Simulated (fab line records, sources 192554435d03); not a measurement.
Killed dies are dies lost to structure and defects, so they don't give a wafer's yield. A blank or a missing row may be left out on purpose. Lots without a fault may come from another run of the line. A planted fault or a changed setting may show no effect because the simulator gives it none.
Problem report in the 8D (eight disciplines) form, filled by code | flow n5_finfet | the parts of the form that need people (team, actions taken, sign-off) are left out

1. THE PROBLEM
power_w at N5_FIN_CUT_STRIP_22 reads a mean of 451.9 W on 1 wafer of 1 lot; wafers without a fault read 499.9 W with a standard deviation of 1.5. That is -32 standard deviations from the usual mean.
The step: strips in N2/H2.
First seen on wafer L840.1, day 3 21:22, on rie_diel-03. The record holds 27 wafers of 9 lots with a number at this step. Rule for "out", or "out of limits": more than 4 standard deviations from the usual mean. The other wafers with a number count as sound.

2. WHAT IT IS AND WHAT IT IS NOT
question                    | is               | is not
which readings at this step | power_w          | bias_power_w, chamber_pressure_mTorr, drypump_motor_current_A, oes_product_au, rf_vpp_V, showerhead_plenum_p_Torr, temp_c
which lots                  | L840             | L835, L836, L841, L845, L846, L849, L852, L855
which wafers of those lots  | L840.1           | L840.2, L840.6
read on which tools         | rie_diel-03      | rie_diel-02, rie_diel-05
when                        | from day 3 21:22 | up to then (8 sound wafers); but 18 sound wafers of L841, L845, L846, L849, L852, L855 came after

3. SUSPECTS, AND WHAT RULES EACH OUT
Counting: a tool at a process step up to the reading stays a suspect if it ran every lot that is out. Sound lots after the first of them don't rule it out here, since some wafers of a struck lot are sound.
- rie_si-04 at N5_FIN_CUT_CUT_ETCH_28 (etches Si in HBr/Cl2/O2, target depth 6 nm, time 2.4 s): kept. It ran the lot that is out, L840 (day 3 21:17); its last sound lot up to then is L836 (day 2 21:17).
- rie_diel-03 at N5_FIN_CUT_STRIP_22 (strips in N2/H2): kept. It ran the lot that is out, L840 (day 3 21:22); its last sound lot up to then is L836 (day 2 21:21). Its own readings are out on those wafers: power_w.
- Within rie_si-04 at N5_FIN_CUT_CUT_ETCH_28: the wafers that are out ran in chamber 0; their sound lot-mates ran in chamber 1.
- Within rie_diel-03 at N5_FIN_CUT_STRIP_22: the wafers that are out ran in chamber 2; their sound lot-mates ran in chambers 0, 1.
Left after counting: rie_si-04 at N5_FIN_CUT_CUT_ETCH_28, rie_diel-03 at N5_FIN_CUT_STRIP_22.

4. THE CAUSE (what the simulator had put in)
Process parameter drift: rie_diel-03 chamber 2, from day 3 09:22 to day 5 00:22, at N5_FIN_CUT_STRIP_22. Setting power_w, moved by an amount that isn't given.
Counting left 2 suspects, and this tool is among them.

5. THE CHAIN OF EFFECTS, in route order
Each row: a reading whose mean over the struck wafers that have a number lies more than 3 standard deviations from the usual. Only readings for which the record gives a usual standard deviation are gone through. hours: the time from each lot's start at the first step in this table that gives one to its start at this step, as a median over the lots. sigmas: the change in usual standard deviations.
hours | step                | reading | usual   | on struck wafers | change | sigmas
0     | N5_FIN_CUT_STRIP_22 | power_w | 499.9 W | 451.9            | -48.0  | -32
The process steps in it:
- N5_FIN_CUT_STRIP_22: strips in N2/H2.
Later measuring or inspecting steps at which every struck wafer that the step has a row for has a number for every such reading, and none has moved that far: N5_BEOL_M4_RC_MEAS_101.

6. WHAT WOULD HAVE CAUGHT IT SOONER
In this record the first reading out of limits was taken at day 3 21:22, 12 hours after the fault began at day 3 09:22.
